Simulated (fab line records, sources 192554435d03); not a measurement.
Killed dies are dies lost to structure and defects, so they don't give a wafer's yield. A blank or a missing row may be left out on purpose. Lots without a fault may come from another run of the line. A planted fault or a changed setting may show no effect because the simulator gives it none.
Chamber matching | flow n5_finfet | N5_BEOL_M11_STRIP_19 on rie_diel-02: 4 sister chambers
The step strips in O2. 8 wafers are shown with their chamber, then 7 later ones without.

WAFERS WITH THEIR CHAMBER
wafer  | chamber | showerhead_plenum_p_Torr (Torr) | drypump_motor_current_A (A)
L078.3 | 1       | 2.12                            | 6.6
L080.3 | 3       | 2.03                            | 5.3
L080.4 | 2       | 2.05                            | 6.1
L082.1 | 1       | 2.12                            | 6.7
L082.2 | 3       | 2.03                            | 5.3
L082.3 | 0       | 2.16                            | 6.2
L092.2 | 2       | 2.04                            | 6.1
L092.4 | 0       | 2.15                            | 6.3

WAFERS WITHOUT THEIR CHAMBER
wafer  | showerhead_plenum_p_Torr (Torr) | drypump_motor_current_A (A)
L092.6 | 2.04                            | 6.0
L093.2 | 2.02                            | 5.2
L093.3 | 2.11                            | 6.6
L093.5 | 2.15                            | 6.3
L095.1 | 2.11                            | 6.6
L095.2 | 2.04                            | 6.1
L095.5 | 2.04                            | 6.1

WHICH CHAMBER EACH WENT THROUGH
wafer  | from the rows above | in truth
L092.6 | 2                   | 2
L093.2 | 3                   | 3
L093.3 | 1                   | 1
L093.5 | 0                   | 0
L095.1 | 1                   | 1
L095.2 | 2                   | 2
L095.5 | 2                   | 2
Placed correctly: 7 of 7. Can't be placed from these rows: 0. Placed wrongly: 0.
How it was worked out, from the rows above alone: a wafer's distance from a chamber is the root of the sum, over the readings, of the square of ((its reading less the chamber's mean) divided by the reading's scatter). The wafer belongs to the nearest chamber; if the next one is less than 2 further off, it can't be placed. A chamber's mean is the mean of its shown wafers. The scatter: the root of (the sum of the squares of (reading less its chamber's mean) over the shown wafers, divided by (wafers less chambers)).
